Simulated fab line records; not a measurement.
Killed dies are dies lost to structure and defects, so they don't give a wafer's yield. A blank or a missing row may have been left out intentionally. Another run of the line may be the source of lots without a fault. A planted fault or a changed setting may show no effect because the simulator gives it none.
Lot-split experiment | flow n5-finfet | route with 1938 steps; 7 lots, 21 wafers read

## THE SPLIT
At N5_BEOL_M8_EXPOSE_08 (exposes mask M8), the setting dose-mj was moved away from the recipe's 68.25 on 5 of the 21 wafers read, by -3.4% to +6.8%. The other wafers ran this setting at the recipe's value.

## FROM THE SPLIT TO THE READING: what the file shows between them, 2 steps
- N5_BEOL_M8_PEB_09: peb time 60 s
- N5_BEOL_M8_DEVELOP_10: develop time 30 s

## THE READING
cd-nm at N5_BEOL_M8_CD_MEAS_11, given in nm (cd target 38.5 nm). Typical for fault-free wafers on this fab line: 38.2 nm, with standard deviation 0.57 nm.

wafer  | tool, chamber at the split | dose-mj as run | against the recipe | cd-nm, nm | against lot-mates on the recipe
L079.3 | arfi-scanner-02, 0         | 68.25          | recipe             | 38.3      | -
L079.4 | arfi-scanner-02, 0         | 72.34          | +6.0%              | 40.2      | +1.9
L079.5 | arfi-scanner-02, 0         | 72.34          | +6.0%              | 41.3      | +3.0
L087.2 | arfi-scanner-01, 0         | 68.25          | recipe             | 38.1      | -
L087.4 | arfi-scanner-01, 0         | 68.25          | recipe             | 37.8      | -
L087.5 | arfi-scanner-01, 0         | 68.25          | recipe             | 37.9      | -
L089.2 | arfi-scanner-02, 0         | 68.25          | recipe             | 37.7      | -
L089.5 | arfi-scanner-02, 0         | 68.25          | recipe             | 38.1      | -
L089.6 | arfi-scanner-02, 0         | 68.25          | recipe             | 37.7      | -
L091.1 | arfi-scanner-02, 0         | 68.25          | recipe             | 38.1      | -
L091.4 | arfi-scanner-02, 0         | 72.92          | +6.8%              | 41.7      | +3.6
L091.6 | arfi-scanner-02, 0         | 72.92          | +6.8%              | 41.2      | +3.1
L093.2 | arfi-scanner-02, 0         | 68.25          | recipe             | 37.9      | -
L093.5 | arfi-scanner-02, 0         | 68.25          | recipe             | 38.5      | -
L093.6 | arfi-scanner-02, 0         | 68.25          | recipe             | 38.2      | -
L094.3 | arfi-scanner-01, 0         | 68.25          | recipe             | 37.7      | -
L094.4 | arfi-scanner-01, 0         | 68.25          | recipe             | 38.0      | -
L094.5 | arfi-scanner-01, 0         | 68.25          | recipe             | 38.3      | -
L097.1 | arfi-scanner-01, 0         | 65.91          | -3.4%              | 36.1      | -1.9
L097.3 | arfi-scanner-01, 0         | 68.25          | recipe             | 38.0      | -
L097.5 | arfi-scanner-01, 0         | 68.25          | recipe             | 37.9      | -

FIT RESULTS
A straight line over all 21 wafers: cd-nm changes by +0.49 nm for each +1% of dose-mj; r = +0.98; the points scatter about the line by 0.3 nm.
The same after taking each lot's own level away (the mean of its wafers on the recipe; 21 wafers): +0.464 nm for each +1%; r = +0.98; scatter 0.29 nm.
That fit puts the effect of the largest move of dose-mj on the reading at 3.2 nm.
Measured against the standard deviation above, the lots' own levels, which go from 37.83 to 38.30 nm, span 0.8 times it.
So the lot-to-lot level changes the slope little: the two slopes agree.
Check: with one of the wafers moved furthest among these (+6.8%) left out of the fit, the line predicts +2.98 nm for it against its lot-mates. Against them it came out at +3.6 nm.

## THE OTHER SPLITS THESE WAFERS WENT THROUGH
Note: prior to the reading, these wafers also went through further splits. Each is held against what the fit with the lots' levels taken away leaves over:
other split on the same wafers    | wafers away from the commonest value | r with cd-nm (lot level and that fit taken away)
N5_BEOL_M5_EXPOSE_25 dose-mj      | 8                                    | -0.02
N5_BEOL_M7_PECVD_70 temp-c        | 6                                    | -0.27
N5_BEOL_M7_HM_DEP_02 target-thk-a | 7                                    | +0.15

## FILE'S OWN FIT
cd-nm changes by +0.459 nm for each +1% of dose-mj, r = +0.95.
